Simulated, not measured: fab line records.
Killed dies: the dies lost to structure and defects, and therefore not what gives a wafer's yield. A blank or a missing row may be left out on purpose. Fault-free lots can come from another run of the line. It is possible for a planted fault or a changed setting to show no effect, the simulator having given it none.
Split-lot experiment :: flow n5_finfet :: on a route of 1938 steps: 7 lots, 21 wafers read

## SPLIT DETAILS
At N5_BEOL_M6_TRENCH_ETCH_37 (etches SiCOH lowk in C4F6/O2, target depth 94.435 nm, time 31.5 s), the setting source_w was moved away from the recipe's 345 W on 7 of the 21 wafers read, by -13.7% to +17.2%. All remaining wafers had this setting at the recipe value.

The reading comes from the split's own step.

## THE READING
rf_vpp_V, in V, at N5_BEOL_M6_TRENCH_ETCH_37 (etches SiCOH lowk in C4F6/O2, target depth 94.435 nm, time 31.5 s). Fault-free wafers of this fab line usually give 663 V, standard deviation 11 V.

wafer: L074.4
tool, chamber at the split: rie_diel-03, 3
source_w as run, W: 345
against the recipe: recipe
rf_vpp_V, V: 655
against lot-mates on the recipe: -

wafer: L074.5
tool, chamber at the split: rie_diel-03, 1
source_w as run, W: 345
against the recipe: recipe
rf_vpp_V, V: 684
against lot-mates on the recipe: -

wafer: L074.6
tool, chamber at the split: rie_diel-03, 2
source_w as run, W: 345
against the recipe: recipe
rf_vpp_V, V: 670
against lot-mates on the recipe: -

wafer: L077.4
tool, chamber at the split: rie_diel-03, 0
source_w as run, W: 345
against the recipe: recipe
rf_vpp_V, V: 664
against lot-mates on the recipe: -

wafer: L077.5
tool, chamber at the split: rie_diel-03, 0
source_w as run, W: 345
against the recipe: recipe
rf_vpp_V, V: 664
against lot-mates on the recipe: -

wafer: L077.6
tool, chamber at the split: rie_diel-03, 1
source_w as run, W: 318.7
against the recipe: -7.6%
rf_vpp_V, V: 712
against lot-mates on the recipe: +48

wafer: L083.2
tool, chamber at the split: rie_diel-03, 3
source_w as run, W: 345
against the recipe: recipe
rf_vpp_V, V: 655
against lot-mates on the recipe: -

wafer: L083.3
tool, chamber at the split: rie_diel-03, 0
source_w as run, W: 345
against the recipe: recipe
rf_vpp_V, V: 664
against lot-mates on the recipe: -

wafer: L083.6
tool, chamber at the split: rie_diel-03, 0
source_w as run, W: 345
against the recipe: recipe
rf_vpp_V, V: 664
against lot-mates on the recipe: -

wafer: L087.2
tool, chamber at the split: rie_diel-02, 3
source_w as run, W: 345
against the recipe: recipe
rf_vpp_V, V: 656
against lot-mates on the recipe: -

wafer: L087.3
tool, chamber at the split: rie_diel-02, 0
source_w as run, W: 345
against the recipe: recipe
rf_vpp_V, V: 661
against lot-mates on the recipe: -

wafer: L087.4
tool, chamber at the split: rie_diel-02, 1
source_w as run, W: 345
against the recipe: recipe
rf_vpp_V, V: 675
against lot-mates on the recipe: -

wafer: L095.1
tool, chamber at the split: rie_diel-01, 1
source_w as run, W: 345
against the recipe: recipe
rf_vpp_V, V: 673
against lot-mates on the recipe: -

wafer: L095.3
tool, chamber at the split: rie_diel-01, 0
source_w as run, W: 375.2
against the recipe: +8.8%
rf_vpp_V, V: 630
against lot-mates on the recipe: -43

wafer: L095.5
tool, chamber at the split: rie_diel-01, 1
source_w as run, W: 375.2
against the recipe: +8.8%
rf_vpp_V, V: 645
against lot-mates on the recipe: -28

wafer: L096.3
tool, chamber at the split: rie_diel-01, 2
source_w as run, W: 404.5
against the recipe: +17.2%
rf_vpp_V, V: 602
against lot-mates on the recipe: -56

wafer: L096.4
tool, chamber at the split: rie_diel-01, 0
source_w as run, W: 404.5
against the recipe: +17.2%
rf_vpp_V, V: 604
against lot-mates on the recipe: -54

wafer: L096.5
tool, chamber at the split: rie_diel-01, 0
source_w as run, W: 345
against the recipe: recipe
rf_vpp_V, V: 658
against lot-mates on the recipe: -

wafer: L097.2
tool, chamber at the split: rie_diel-02, 1
source_w as run, W: 297.7
against the recipe: -13.7%
rf_vpp_V, V: 728
against lot-mates on the recipe: +73

wafer: L097.3
tool, chamber at the split: rie_diel-02, 3
source_w as run, W: 345
against the recipe: recipe
rf_vpp_V, V: 655
against lot-mates on the recipe: -

wafer: L097.6
tool, chamber at the split: rie_diel-02, 2
source_w as run, W: 297.7
against the recipe: -13.7%
rf_vpp_V, V: 698
against lot-mates on the recipe: +43

THE FIT
A straight line over all 21 wafers: rf_vpp_V changes by -3.64 V for each +1% of source_w; r = -0.94; the points scatter about the line by 10 V.
The same after taking each lot's own level away (the mean of its wafers on the recipe; 21 wafers): -3.82 V for each +1%; r = -0.95; scatter 9.7 V.
Per that fit: largest source_w move, reading shift of 66 V.
From 655.0 to 673.0 V: that is the span of the lots' own levels, equal to 1.6 times the standard deviation above.
The two slopes are in agreement: the lot-to-lot level therefore moves the slope only a little.
Check: for one of the wafers moved furthest among these (+17.2%), held out of the fit, the line's prediction against its lot-mates is -66.5 V. Against them it came out at -56 V.
Tool readings at the split's step, against how far the setting was moved: rf_vpp_V r = -0.94.

## FILE'S OWN FIT
rf_vpp_V changes by -3.91 V for each +1% of source_w, r = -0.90.
